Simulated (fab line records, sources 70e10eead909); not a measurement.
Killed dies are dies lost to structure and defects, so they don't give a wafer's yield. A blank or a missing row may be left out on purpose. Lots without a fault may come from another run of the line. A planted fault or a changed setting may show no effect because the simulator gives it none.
Which tool did it? | flow nand_harc | 24 lots, 72 wafers sampled, at 4 steps of a route of 1302

WHAT THE GAUGES READ, wafer by wafer
NHARC_P_START_INSPECT_01.
lot  | measured     | on                | raw_defect_count
L074 | day 1 20:02  | defect_inspect-01 | 8 1 4
L075 | day 2 06:02  | defect_inspect-02 | 6 0 5
L076 | day 2 16:02  | defect_inspect-01 | 2 1 2
L077 | day 3 02:02  | defect_inspect-01 | 5 2 1
L078 | day 3 12:02  | defect_inspect-02 | 6 4 5
L079 | day 3 22:02  | defect_inspect-02 | 2 4 3
L080 | day 4 08:02  | defect_inspect-02 | 3 6 1
L081 | day 4 18:03  | defect_inspect-01 | 6 5 2
L082 | day 5 04:02  | defect_inspect-02 | 5 3 2
L083 | day 5 14:02  | defect_inspect-02 | 4 0 4
L084 | day 6 00:02  | defect_inspect-01 | 3 4 6
L085 | day 6 10:02  | defect_inspect-02 | 5 0 0
L086 | day 6 20:02  | defect_inspect-02 | 4 5 7
L087 | day 7 06:02  | defect_inspect-01 | 1 2 2
L088 | day 7 16:03  | defect_inspect-01 | 2 5 1
L089 | day 8 02:02  | defect_inspect-01 | 3 4 8
L090 | day 8 12:02  | defect_inspect-01 | 1 1 3
L091 | day 8 22:03  | defect_inspect-02 | 1 2 5
L092 | day 9 08:02  | defect_inspect-02 | 2 5 3
L093 | day 9 18:02  | defect_inspect-01 | 5 1 4
L094 | day 10 04:02 | defect_inspect-01 | 1 7 3
L095 | day 10 14:02 | defect_inspect-02 | 1 1 2
L096 | day 11 00:02 | defect_inspect-02 | 4 4 2
L097 | day 11 10:02 | defect_inspect-02 | 3 3 6

NHARC_P_ZERO_WELL_CD_MEAS_37: target cd 720 nm.
lot  | measured     | on        | cd_nm (nm)
L074 | day 2 00:22  | cd_sem-01 | 719.1 719.4 718.5
L075 | day 2 11:05  | cd_sem-01 | 720.2 721.7 720.8
L076 | day 2 20:05  | cd_sem-01 | 719.6 719.1 718.7
L077 | day 3 06:10  | cd_sem-03 | 717.8 718.5 718.6
L078 | day 3 16:10  | cd_sem-02 | 719.0 716.6 719.3
L079 | day 4 02:07  | cd_sem-01 | 718.8 718.6 718.7
L080 | day 4 11:59  | cd_sem-01 | 722.2 719.3 721.5
L081 | day 4 22:14  | cd_sem-03 | 719.2 719.4 721.7
L082 | day 5 08:08  | cd_sem-03 | 716.2 717.2 716.1
L083 | day 5 18:10  | cd_sem-02 | 718.1 717.8 718.8
L084 | day 6 04:17  | cd_sem-01 | 720.0 720.4 720.8
L085 | day 6 14:14  | cd_sem-02 | 719.4 720.7 718.7
L086 | day 7 00:13  | cd_sem-02 | 721.2 718.4 720.3
L087 | day 7 10:02  | cd_sem-01 | 718.5 720.5 719.9
L088 | day 7 20:13  | cd_sem-03 | 720.1 720.5 719.3
L089 | day 8 06:06  | cd_sem-03 | 720.6 721.0 720.5
L090 | day 8 15:53  | cd_sem-02 | 722.4 720.2 721.4
L091 | day 9 02:07  | cd_sem-02 | 720.6 721.2 719.3
L092 | day 9 11:59  | cd_sem-03 | 719.4 720.4 721.6
L093 | day 9 23:49  | cd_sem-03 | 717.6 718.1 718.7
L094 | day 10 10:41 | cd_sem-02 | 720.8 721.2 720.6
L095 | day 10 18:16 | cd_sem-01 | 721.5 721.6 722.4
L096 | day 11 04:05 | cd_sem-01 | 718.7 718.6 717.6
L097 | day 11 14:08 | cd_sem-02 | 721.4 720.8 719.1

NHARC_P_STI_OCD_MEAS_17.
lot  | measured     | on     | trench_depth_nm (nm) | trench_foot_cd_nm (nm)
L074 | day 2 21:10  | ocd-02 | 291 297 291          | 157.1 153.5 157.6
L075 | day 3 08:38  | ocd-01 | 300 292 302          | 158.2 157.5 155.8
L076 | day 3 14:54  | ocd-02 | 297 299 298          | 156.6 159.3 158.0
L077 | day 4 02:51  | ocd-02 | 299 300 300          | 156.3 153.9 155.8
L078 | day 4 14:29  | ocd-01 | 301 303 297          | 156.0 154.9 157.1
L079 | day 4 22:58  | ocd-01 | 301 295 301          | 159.0 159.0 157.2
L080 | day 5 08:25  | ocd-02 | 292 296 299          | 157.7 160.7 158.2
L081 | day 5 19:23  | ocd-01 | 299 297 300          | 159.1 156.3 155.2
L082 | day 6 05:41  | ocd-02 | 307 295 308          | 155.8 156.4 157.8
L083 | day 6 17:13  | ocd-02 | 296 306 298          | 159.9 155.2 160.4
L084 | day 7 01:09  | ocd-01 | 302 304 303          | 154.5 155.5 158.4
L085 | day 7 15:59  | ocd-01 | 299 296 299          | 156.2 158.4 158.7
L086 | day 7 19:11  | ocd-01 | 298 309 306          | 153.5 154.4 154.1
L087 | day 8 06:58  | ocd-02 | 300 299 298          | 157.4 154.4 159.1
L088 | day 8 15:32  | ocd-01 | 301 294 299          | 158.8 157.5 155.4
L089 | day 9 00:52  | ocd-01 | 300 304 293          | 157.8 158.4 159.2
L090 | day 9 13:13  | ocd-02 | 294 302 307          | 160.1 155.4 156.3
L091 | day 9 21:31  | ocd-02 | 295 306 304          | 155.0 155.1 156.2
L092 | day 10 10:07 | ocd-01 | 306 308 300          | 152.9 159.2 156.0
L093 | day 10 18:55 | ocd-02 | 300 295 294          | 159.9 163.5 161.4
L094 | day 11 07:42 | ocd-01 | 307 305 305          | 157.1 153.7 156.4
L095 | day 11 15:31 | ocd-01 | 294 299 298          | 156.8 159.0 157.4
L096 | day 12 01:46 | ocd-01 | 296 293 299          | 157.0 158.6 156.5
L097 | day 12 10:26 | ocd-02 | 299 301 301          | 157.1 158.6 157.6

NHARC_P_GATE_CD_MEAS_11: target cd 1640 nm.
lot  | measured     | on        | cd_nm (nm)
L074 | day 4 09:05  | cd_sem-03 | 1640.3 1639.5 1637.2
L075 | day 4 20:40  | cd_sem-01 | 1643.7 1642.7 1643.1
L076 | day 5 05:02  | cd_sem-01 | 1638.4 1641.7 1641.0
L077 | day 5 12:34  | cd_sem-02 | 1639.6 1640.0 1638.2
L078 | day 6 04:47  | cd_sem-01 | 1642.1 1643.1 1641.0
L079 | day 6 11:16  | cd_sem-03 | 1640.0 1642.4 1639.2
L080 | day 7 04:25  | cd_sem-03 | 1641.1 1639.4 1640.3
L081 | day 7 04:35  | cd_sem-03 | 1643.2 1641.3 1642.4
L082 | day 7 17:13  | cd_sem-02 | 1638.1 1640.9 1641.3
L083 | day 8 06:43  | cd_sem-02 | 1640.5 1637.6 1641.9
L084 | day 8 10:58  | cd_sem-03 | 1644.3 1641.2 1644.2
L085 | day 9 03:07  | cd_sem-03 | 1640.6 1641.2 1641.1
L086 | day 9 02:57  | cd_sem-01 | 1641.9 1639.3 1641.3
L087 | day 9 18:34  | cd_sem-03 | 1640.6 1641.2 1639.8
L088 | day 10 10:52 | cd_sem-02 | 1641.8 1641.8 1641.1
L089 | day 10 10:55 | cd_sem-03 | 1642.8 1642.8 1641.8
L090 | day 11 00:47 | cd_sem-02 | 1638.0 1639.5 1638.0
L091 | day 11 07:39 | cd_sem-02 | 1640.5 1640.8 1642.4
L092 | day 11 22:41 | cd_sem-02 | 1640.1 1640.3 1638.8
L093 | day 12 09:14 | cd_sem-03 | 1638.0 1642.6 1640.4
L094 | day 12 21:59 | cd_sem-02 | 1640.8 1642.2 1641.1
L095 | day 12 22:10 | cd_sem-01 | 1643.8 1639.9 1643.0
L096 | day 13 13:03 | cd_sem-02 | 1641.4 1641.3 1640.5
L097 | day 13 20:23 | cd_sem-02 | 1641.5 1641.4 1639.1

WHICH TOOL RAN EACH LOT (tool, then ch and the chambers of the sampled wafers, then the start)
The record holds no process step before these readings.

WHAT THE TOOLS THEMSELVES READ (means of the sampled wafers that have a number; where no wafer has one, the mark that the record gives instead)
The record holds no such reading with a usual standard deviation.

THE ANSWER, worked out from the rows above alone
Rule: what is usual is taken from the lots themselves. Put in order of their means at a reading, lots are off if they are a third of the lots or fewer, leave a main group of 4 or more, and stand apart from it by a gap of 3 or more times the standard deviation of the main group's means; of several such gaps the widest counts. A main group whose means are all the same, to the digits that the tables above print for the reading, isn't used. A lot without any number at a reading at which 4 lots or more have one is off too. The other lots that the step has rows for count as sound. The gauges are gone through in route order, then the tools' own readings, and for those a lot's mean is taken as printed above. The first step at which some lot is off is used, and at that step the reading that is off furthest; a lot without a number counts as furthest.
No lot is off at any reading shown: from this, nothing can be told.

WHAT THE SIMULATOR HAD PUT IN
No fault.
